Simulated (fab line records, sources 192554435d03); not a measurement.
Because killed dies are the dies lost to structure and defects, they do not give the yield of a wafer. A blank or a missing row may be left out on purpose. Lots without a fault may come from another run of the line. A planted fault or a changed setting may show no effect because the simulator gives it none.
Matching of chambers ; flow n5-finfet ; 4 sister chambers for N5_WELL_APT_DESCUM_13 on rie-diel-02
The step chemistry O2, time 7.9 s. 4 wafers are shown with their chamber, then 12 later ones without.

WAFERS PAIRED WITH THEIR CHAMBERS
wafer;chamber;showerhead-plenum-p-Torr (Torr)
L087.2;2;2.07
L088.2;1;1.94
L088.4;0;2.02
L088.6;3;2.09

WAFERS MISSING THEIR CHAMBER
wafer;showerhead-plenum-p-Torr (Torr)
L089.1;2.02
L089.2;2.09
L089.3;1.94
L090.1;2.02
L090.2;2.07
L090.3;1.94
L092.3;2.06
L092.4;1.94
L092.5;2.02
L097.3;1.94
L097.5;2.09
L097.6;2.02

THE CHAMBER EACH PASSED THROUGH
wafer;from the rows above;in truth
L089.1;0;0
L089.2;3;3
L089.3;1;1
L090.1;0;0
L090.2;2;2
L090.3;1;1
L092.3;2;2
L092.4;1;1
L092.5;0;0
L097.3;1;1
L097.5;3;3
L097.6;0;0
12 of 12 placed correctly. Left unplaced by these rows: 0. Wrongly placed: 0.
How it was worked out, from the rows above alone: a wafer's distance from a chamber is the root of the sum, over the readings, of the square of ((its reading less the chamber's mean) divided by the reading's scatter). If the next closest chamber is less than 2 further off than the closest, the wafer can't be placed; otherwise it belongs to the closest. For every chamber, the mean is computed from those of its wafers that are shown. The scatter: with one shown wafer a chamber, the root of the mean of the squares of how far each hidden wafer lies from its nearest shown one.
